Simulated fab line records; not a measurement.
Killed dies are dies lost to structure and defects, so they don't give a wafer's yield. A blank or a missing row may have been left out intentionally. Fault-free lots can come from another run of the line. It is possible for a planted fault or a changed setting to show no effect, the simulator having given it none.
The same fault as seen by 2 desks | flow n5-finfet | each desk holds nothing but its own numbers, with what lay behind them at the end

## THE METROLOGY DESK
What the gauges read, lot by lot, whatever tool the lot ran on: means of the sampled wafers that have a number. If a lot's mean is further than 4 standard deviations from the usual mean, the lot is out of limits and carries the mark OUT (the distance appears in the brackets). Of its 11 readings 7 are shown: the one that was out of limits first, and those that lie furthest out on some lot.
Columns: A = HK_THK at N5_HKMG_FIN_THK_MEAS_70, usual 1.583 nm; B = DIBL_N at N5_BEOL_M4_RC_MEAS_101, usual 35.8 mV/V; C = IOFF_N at N5_BEOL_M4_RC_MEAS_101, usual 0.153 nA/um; D = IOFF_P at N5_BEOL_M4_RC_MEAS_101, usual 0.21 nA/um; E = ION_P at N5_BEOL_M4_RC_MEAS_101, usual 462 uA/um; F = VT_N at N5_BEOL_M4_RC_MEAS_101, usual 250 mV; G = VT_P at N5_BEOL_M4_RC_MEAS_101, usual -250 mV
lot  | first seen here | A               | B    | C     | D    | E   | F   | G
L160 | day 4 02:58     | 1.597           | 36.2 | 0.171 | 0.23 | 472 | 248 | -248
L161 | day 4 07:43     | 1.592           | 36.1 | 0.147 | 0.19 | 456 | 252 | -252
L163 | day 4 19:37     | 1.593           | 38.1 | 0.171 | 0.23 | 466 | 251 | -251
L166 | day 5 19:13     | 1.349 (-12) OUT | 35.9 | 0.168 | 0.22 | 465 | 250 | -250
L168 | day 6 06:01     | 1.332 (-13) OUT | 34.9 | 0.123 | 0.17 | 453 | 255 | -253
L177 | day 8 06:40     | 1.591           | 35.8 | 0.157 | 0.20 | 459 | 250 | -251
L178 | day 8 12:49     | 1.591           | 34.5 | 0.117 | 0.15 | 451 | 255 | -256
L179 | day 8 21:29     | 1.567           | 36.2 | 0.156 | 0.20 | 461 | 252 | -251
L182 | day 9 14:22     | 1.599           | 34.9 | 0.139 | 0.18 | 461 | 252 | -253
This desk's finding: out of limits on L166, L168; first on L166, day 5 19:13 (HK_THK at N5_HKMG_FIN_THK_MEAS_70). Within limits: L160, L161, L163, L177, L178, L179, L182.

## TOOL OWNER'S DESK, ald-hk-03
The tool's own readings at N5_HKMG_FIN_HK_ALD_01 (deposits HfO2, target thk 1.6 nm, pulse time 3 s, purge time 3 s): means of the sampled wafers that have a number, for each lot that ran on this tool. If a lot's mean is further than 4 standard deviations from the usual mean, the lot is out of limits and carries the mark OUT (the distance appears in the brackets).
Columns: A = precursor-pulse-height-rel at N5_HKMG_FIN_HK_ALD_01, usual 0.997
lot  | first seen here | A
L160 | day 3 23:22     | 1.002
L161 | day 4 03:53     | 0.977
L163 | day 4 16:04     | 1.015
L166 | day 5 15:32     | 1.006
L168 | day 6 02:27     | 0.994
This desk found nothing out of limits on any of the 5 lots.

## ALL TOGETHER
L166, L168 would have let the metrology desk raise an alarm at day 5 19:13.
Nothing out of limits was seen by the tool owner's desk.
On record at the tool owner's desk: L166, L168, within its limits.
Every lot named ran N5_HKMG_FIN_HK_ALD_01 on ald-hk-03.

## WHAT WAS PUT IN BY THE SIMULATOR
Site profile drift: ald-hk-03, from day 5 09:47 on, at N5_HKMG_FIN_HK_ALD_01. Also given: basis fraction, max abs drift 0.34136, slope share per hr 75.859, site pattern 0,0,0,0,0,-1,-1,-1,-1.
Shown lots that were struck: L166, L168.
Per desk, hours elapsed from the start of the fault to the first reading out of limits: for the metrology desk, 9.
